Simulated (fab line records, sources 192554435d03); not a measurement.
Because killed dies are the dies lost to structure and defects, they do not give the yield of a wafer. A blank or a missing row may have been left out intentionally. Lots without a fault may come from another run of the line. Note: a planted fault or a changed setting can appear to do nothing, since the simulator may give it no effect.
Comparing a struck lot with a sound one	flow n5 finfet	16 out of 1938 route steps
Sound: these wafers, L892.2, L892.4, L892.5. Struck: wafer L903.6; the same lot's L903.1 was not struck, so it is left out; see the end for the cause.
Each step with rows lists, per side, the tool, then ch with its chambers, then its first start. Under that, the readings that differ: sound wafers	struck wafers	difference of the means	sigmas: that difference in standard deviations of wafers without a fault.
alike: readings with means less than 2 such deviations apart, plus words and numbers identical on both sides. not compared: withheld readings, readings lacking a value on some wafer, bounds such as >300 that could conceal the same value, and numbers that have no deviation in the record and whose values overlap.
Wherever a step has rows on one side only, a row that says differs or no value, or a row with sigmas, the two part there. Numbers that don't overlap but have no deviation are shown without sigmas and don't part them. A reading that every wafer of one side lacks parts them only if that side has two wafers or more.

first, 8 steps without rows for these wafers: N5_BEOL_M3_COAT_62 (time 60 s, resist thk 12 nm); N5_BEOL_M3_COAT_73 (time 60 s, resist thk 5 nm); N5_BEOL_M3_COAT_05 (resist thk 30 nm); N5_BEOL_M3_EBR_07; N5_BEOL_M3_SOFTBAKE_06 (time 60 s); N5_BEOL_M3_EXPOSE_08 (exposes mask M3); N5_BEOL_M3_PEB_09 (peb time 60 s); N5_BEOL_M3_DEVELOP_10 (develop time 30 s).
N5_BEOL_M3_CD_MEAS_11 targets a cd of 17.05 nm.
  sound on cd sem-03 ch 0, day 9 09:41; struck on cd sem-03 ch 0, day 11 18:37
  alike: cd nm
N5_BEOL_M3_OVL_MEAS_12:
  sound on overlay-01 ch 0, day 9 09:43; struck on overlay-02 ch 0, day 11 18:39
  alike: M3_OVL
N5_BEOL_M3_INSPECT_13: inspects for defects (brightfield).
  struck on defect inspect-02, day 11 18:43; sound on defect inspect-02, day 9 09:46
  alike: raw defect count
N5_BEOL_M3_DESCUM_16: chemistry O2, time 7 s.
  sound on rie diel-01 ch 2,3, day 9 10:11; struck on rie diel-03 ch 3, day 11 18:44
reading	sound	struck	difference	sigmas
bias power w (W)	20.06 20.04 20.05	20.20	+0.15	+2
  alike: drypump motor current A, oes product au, rf vpp V, showerhead plenum p Torr, throttle valve pct
  not compared: rf hours counter h
N5_BEOL_M3_ETCH_74: etches underlayer in N2/H2, target depth 6.5 nm, time 5.2 s.
  sound on rie diel-01 ch 2,3, day 9 10:14; struck on rie diel-03 ch 3, day 11 18:47
reading	sound	struck	difference	sigmas
etch rf on time s (s)	4.93 5.29 4.95	3.30	-1.76	-10
oes product au (a.u.)	0.65 0.65 0.65	0.92	+0.27	+4
rf vpp V (V)	527.4 526.2 525.7	521.0	-5.4	-2
showerhead plenum p Torr (Torr)	2.66 2.64 2.66	2.46	-0.19	-2
  alike: drypump motor current A, throttle valve pct
  not compared: rf hours counter h
N5_BEOL_M3_ETCH_63: etches SiARC in CF4, target depth 15.6 nm, time 26 s.
  sound on rie diel-01 ch 2,3, day 9 10:14; struck on rie diel-03 ch 3, day 11 18:47
reading	sound	struck	difference	sigmas
showerhead plenum p Torr (Torr)	2.23 2.22 2.23	2.07	-0.16	-2
  alike: drypump motor current A, etch rf on time s, oes product au, rf vpp V, throttle valve pct
  not compared: rf hours counter h
N5_BEOL_M4_RC_MEAS_101:
  sound on prober-01 ch 0, day 10 22:37; struck on prober-01 ch 0, day 13 13:57
  alike: DIBL_N, DIBL_P, IOFF_N, IOFF_P, ION_N, ION_P, SS_N, SS_P, VT_N, VT_P
after that, 1 step had no rows for these wafers: N5_PASSIVATION_PROBE_49.

WHERE THEY PART
At N5_BEOL_M3_DESCUM_16 first; at N5_BEOL_M3_ETCH_63 last (within this record only). Later steps at which nothing parts them and some readings are alike: N5_BEOL_M4_RC_MEAS_101.

WHY: whatever the simulator had introduced
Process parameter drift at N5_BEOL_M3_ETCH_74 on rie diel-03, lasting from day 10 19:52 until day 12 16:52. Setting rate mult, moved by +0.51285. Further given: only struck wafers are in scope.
